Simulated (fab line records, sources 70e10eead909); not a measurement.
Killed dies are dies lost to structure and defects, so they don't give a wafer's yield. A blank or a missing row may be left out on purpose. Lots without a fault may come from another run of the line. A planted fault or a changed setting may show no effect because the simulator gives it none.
Problem report in the 8D (eight disciplines) form, filled by code | flow nand_harc | the parts of the form that need people (team, actions taken, sign-off) are left out

1. THE PROBLEM
exposure_dose_mJ_cm2 at NHARC_A_CONTACT_EXPOSE_39 reads a mean of 59.71 on 9 wafers of 3 lots; wafers without a fault read 58.79 with a standard deviation of 0.068. That is +13 standard deviations from the usual mean.
The step: exposes mask A CC 3.
First seen on wafer L522.1, day 18 18:00, on arfi_scanner-03. The record holds 36 wafers of 12 lots with a number at this step. Rule for "out", or "out of limits": more than 4 standard deviations from the usual mean. The other wafers with a number count as sound.

2. WHAT IT IS AND WHAT IT IS NOT
question                    | is                     | is not
which readings at this step | exposure_dose_mJ_cm2   | -
which lots                  | L522, L523, L526       | L512, L513, L514, L515, L516, L517, L518, L519, L524
which wafers of those lots  | all that have a number | -
read on which tools         | arfi_scanner-03        | arfi_scanner-01, arfi_scanner-02
when                        | from day 18 18:00      | up to then (21 sound wafers); but 6 sound wafers of L517, L524 came after

3. SUSPECTS, AND WHAT RULES EACH OUT
Counting: a tool at a process step up to the reading stays a suspect if it ran every lot that is out and no sound lot after the first of them.
- arfi_scanner-03 at NHARC_A_CONTACT_EXPOSE_39 (exposes mask A CC 3): kept. It ran every lot that is out, first L522 (day 18 18:00), and no sound lot after that; its last sound lot up to then is L518 (day 18 01:43). Its own readings are out on those wafers: exposure_dose_mJ_cm2.
Left after counting: arfi_scanner-03 at NHARC_A_CONTACT_EXPOSE_39.

4. THE CAUSE (what the simulator had put in)
Process parameter drift: arfi_scanner-03, from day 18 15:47 on, at NHARC_A_CONTACT_EXPOSE_39. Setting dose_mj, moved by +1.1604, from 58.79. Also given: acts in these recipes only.
Counting left only this tool.

5. THE CHAIN OF EFFECTS, in route order
Each row: a reading whose mean over the struck wafers that have a number lies more than 3 standard deviations from the usual. Only readings for which the record gives a usual standard deviation are gone through. hours: the time from each lot's start at the first step in this table that gives one to its start at this step, as a median over the lots. sigmas: the change in usual standard deviations.
hours | step                      | reading              | usual | on struck wafers | change | sigmas
0     | NHARC_A_CONTACT_EXPOSE_39 | exposure_dose_mJ_cm2 | 58.79 | 59.71            | +0.92  | +13
The process steps in it:
- NHARC_A_CONTACT_EXPOSE_39: exposes mask A CC 3.
Later measuring or inspecting steps at which every struck wafer that the step has a row for has a number for every such reading, and none has moved that far: NHARC_END_SORT_01.

6. WHAT WOULD HAVE CAUGHT IT SOONER
In this record the first reading out of limits was taken at day 18 18:00, 2 hours after the fault began at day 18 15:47.
